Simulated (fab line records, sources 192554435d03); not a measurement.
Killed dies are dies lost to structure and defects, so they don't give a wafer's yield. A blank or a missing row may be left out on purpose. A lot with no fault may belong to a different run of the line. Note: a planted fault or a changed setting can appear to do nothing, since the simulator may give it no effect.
Chamber matching / flow n5-finfet / 4 sister chambers for N5_MOL_CONTACT_COAG_CMP_52 on cmp-04
The step polishes, stops on SiO2, t overpolish 1.5 s, target thk 66.5 nm. 8 wafers are shown with their chamber, then 10 later ones without.

## EACH WAFER AND ITS CHAMBER
wafer=L085.1; chamber=0; motor-current-A (A)=12.3; time-to-endpoint-s (s)=14.9
wafer=L085.2; chamber=3; motor-current-A (A)=13.4; time-to-endpoint-s (s)=11.3
wafer=L085.6; chamber=0; motor-current-A (A)=11.8; time-to-endpoint-s (s)=17.4
wafer=L086.4; chamber=1; motor-current-A (A)=11.8; time-to-endpoint-s (s)=14.0
wafer=L086.5; chamber=3; motor-current-A (A)=13.2; time-to-endpoint-s (s)=8.9
wafer=L086.6; chamber=2; motor-current-A (A)=11.8; time-to-endpoint-s (s)=11.5
wafer=L090.1; chamber=1; motor-current-A (A)=11.3; time-to-endpoint-s (s)=13.8
wafer=L090.4; chamber=2; motor-current-A (A)=11.7; time-to-endpoint-s (s)=10.9

## WAFERS WITH NO CHAMBER GIVEN
wafer=L090.6; motor-current-A (A)=11.7; time-to-endpoint-s (s)=15.0
wafer=L092.1; motor-current-A (A)=13.0; time-to-endpoint-s (s)=11.1
wafer=L092.4; motor-current-A (A)=11.3; time-to-endpoint-s (s)=11.5
wafer=L092.5; motor-current-A (A)=11.1; time-to-endpoint-s (s)=12.0
wafer=L096.4; motor-current-A (A)=11.5; time-to-endpoint-s (s)=13.0
wafer=L096.5; motor-current-A (A)=12.8; time-to-endpoint-s (s)=7.7
wafer=L096.6; motor-current-A (A)=12.0; time-to-endpoint-s (s)=9.1
wafer=L097.1; motor-current-A (A)=11.6; time-to-endpoint-s (s)=13.3
wafer=L097.2; motor-current-A (A)=11.7; time-to-endpoint-s (s)=12.7
wafer=L097.5; motor-current-A (A)=11.8; time-to-endpoint-s (s)=15.5

## THE CHAMBER EACH PASSED THROUGH
wafer=L090.6; from the rows above=can't be placed: 1 or 0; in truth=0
wafer=L092.1; from the rows above=3; in truth=3
wafer=L092.4; from the rows above=can't be placed: 2 or 1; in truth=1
wafer=L092.5; from the rows above=can't be placed: 1 or 2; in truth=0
wafer=L096.4; from the rows above=can't be placed: 1 or 2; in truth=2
wafer=L096.5; from the rows above=3; in truth=3
wafer=L096.6; from the rows above=2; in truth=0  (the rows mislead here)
wafer=L097.1; from the rows above=can't be placed: 1 or 2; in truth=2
wafer=L097.2; from the rows above=can't be placed: 1 or 2 or 0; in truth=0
wafer=L097.5; from the rows above=can't be placed: 0 or 1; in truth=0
2 of 10 placed correctly. Not placeable from these rows: 7 (in 6, the candidates include the true chamber). Number placed wrongly: 1.
How it was worked out, from the rows above alone: a wafer's distance from a chamber is the root of the sum, over the readings, of the square of ((its reading less the chamber's mean) divided by the reading's scatter). The wafer belongs to the nearest chamber; if the next one is less than 2 further off, it can't be placed. Each chamber's mean is taken over the wafers shown for it. The scatter: the root of (the sum of the squares of (reading less its chamber's mean) over the shown wafers, divided by (wafers less chambers)).
